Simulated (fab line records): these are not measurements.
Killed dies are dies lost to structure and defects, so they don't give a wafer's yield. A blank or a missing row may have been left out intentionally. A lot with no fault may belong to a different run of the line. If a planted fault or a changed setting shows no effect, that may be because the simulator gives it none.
2 desks, one fault	flow nandHarc	each desk has only its own numbers; what lay behind them comes last

THE TOOL OWNER'S DESK: lithoTrack-01
The tool's own readings at NHARC_A_M0_PEB_07 (peb time 65 s): means of the sampled wafers that have a number, for each lot that ran on this tool. If a lot's mean is further than 4 standard deviations from the usual mean, the lot is out of limits and carries the mark OUT (the distance appears in the brackets).
Columns: A = heaterPowerTotalW at NHARC_A_M0_PEB_07, usual 156.6 W
lot	first seen here	A
L434	day 17 11:04	156.7
L441	day 18 22:07	156.7
L438	day 19 04:17	156.8
L445	day 20 01:48	156.5
L446	day 20 19:11	168.4 (+30) OUT
L450	day 21 09:52	168.4 (+30) OUT
This desk's verdict: out of limits on L446, L450, starting with L446 at day 20 19:11 (heaterPowerTotalW at NHARC_A_M0_PEB_07). Within limits: L434, L441, L438, L445.

THE DEFECT DESK
Counts from the inspections along the route, per lot, as means over the sampled wafers that have a number. If a lot's mean is further than 4 standard deviations from the usual mean, the lot is out of limits and carries the mark OUT (the distance appears in the brackets).
Columns: A = rawDefectCount at NHARC_A_BLC_INSPECT_12, usual 30
lot	first seen here	A
L434	day 17 04:59	16
L437	day 17 16:04	13
L436	day 17 16:32	21
L441	day 18 18:17	13
L440	day 18 18:28	40
L438	day 18 21:47	20
L443	day 19 05:01	30
L445	day 19 22:03	38
L446	day 20 14:57	60
L450	day 21 03:31	42
L452	day 21 10:29	27
L451	day 21 15:53	59
L455	day 22 08:53	50
L456	day 23 02:04	44
This desk's finding: nothing out of limits on any of the 14 lots.

ALL TOGETHER
The tool owner's desk had the chance to raise an alarm at day 20 19:11 on L446, L450.
No out-of-limits result turned up at the defect desk.
The defect desk has L446, L450 on record, within its limits.
On lithoTrack-01, each named lot ran NHARC_A_M0_PEB_07.

WHAT THE SIMULATOR PUT IN
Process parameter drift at NHARC_A_M0_PEB_07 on lithoTrack-01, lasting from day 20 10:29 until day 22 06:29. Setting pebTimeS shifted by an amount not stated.
Shown lots that were struck: L446, L450.
Time in hours from fault onset to the first out-of-limits reading at each desk: the tool owner's desk, 9.
